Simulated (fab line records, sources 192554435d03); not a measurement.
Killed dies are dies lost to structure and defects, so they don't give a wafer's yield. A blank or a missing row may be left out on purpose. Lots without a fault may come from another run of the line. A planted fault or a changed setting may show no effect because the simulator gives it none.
Chamber matching | flow n5_finfet | N5_BEOL_M4_ETCH_63 on rie_diel-04: 4 sister chambers
The step etches SiARC in CF4, target depth 15.6 nm, time 26 s. 14 wafers are shown with their chamber, then 7 later ones without.

WAFERS WITH THEIR CHAMBER
wafer  | chamber | showerhead_plenum_p_Torr (Torr) | drypump_motor_current_A (A) | throttle_valve_pct (%)
L081.2 | 1       | 2.21                            | 6.2                         | 16.0
L081.3 | 0       | 2.18                            | 6.1                         | 15.1
L081.4 | 3       | 2.19                            | 5.4                         | 15.2
L083.1 | 2       | 2.11                            | 5.9                         | 15.7
L083.3 | 3       | 2.18                            | 5.5                         | 15.2
L083.5 | 1       | 2.20                            | 6.2                         | 16.1
L085.3 | 0       | 2.18                            | 6.1                         | 15.2
L085.4 | 2       | 2.11                            | 5.9                         | 15.7
L085.6 | 3       | 2.18                            | 5.5                         | 15.2
L089.2 | 3       | 2.18                            | 5.5                         | 15.2
L089.3 | 0       | 2.18                            | 6.0                         | 15.1
L089.5 | 2       | 2.11                            | 5.9                         | 15.8
L088.1 | 1       | 2.20                            | 6.2                         | 16.0
L088.3 | 3       | 2.18                            | 5.5                         | 15.2

SIGNATURES (means of the wafers above)
reading                  | chamber 0 | chamber 1 | chamber 2 | chamber 3 | scatter within a chamber
showerhead_plenum_p_Torr | 2.1800    | 2.2033    | 2.1100    | 2.1820    | 0.00383
drypump_motor_current_A  | 6.067     | 6.200     | 5.900     | 5.480     | 0.0383
throttle_valve_pct       | 15.133    | 16.033    | 15.733    | 15.200    | 0.0447
Rule: a wafer's distance from a chamber is the root of the sum, over the readings, of the square of ((its reading less the chamber's mean) divided by the reading's scatter). The wafer belongs to the nearest chamber; if the next one is less than 2 further off, it can't be placed. The scatter: the root of (the sum of the squares of (reading less its chamber's mean) over the shown wafers, divided by (wafers less chambers)).

WAFERS WITHOUT THEIR CHAMBER
wafer  | showerhead_plenum_p_Torr (Torr) | drypump_motor_current_A (A) | throttle_valve_pct (%)
L088.6 | 2.18                            | 5.5                         | 15.2
L087.1 | 2.11                            | 5.9                         | 15.8
L087.2 | 2.18                            | 6.1                         | 15.1
L087.5 | 2.11                            | 5.9                         | 15.8
L092.3 | 2.18                            | 5.5                         | 15.2
L092.4 | 2.18                            | 6.1                         | 15.2
L092.5 | 2.20                            | 6.2                         | 16.1

WHICH CHAMBER EACH WENT THROUGH
wafer  | from the rows above | in truth
L088.6 | 3                   | 3
L087.1 | 2                   | 2
L087.2 | 0                   | 0
L087.5 | 2                   | 2
L092.3 | 3                   | 3
L092.4 | 0                   | 0
L092.5 | 1                   | 1
Placed correctly: 7 of 7. Can't be placed from these rows: 0. Placed wrongly: 0.
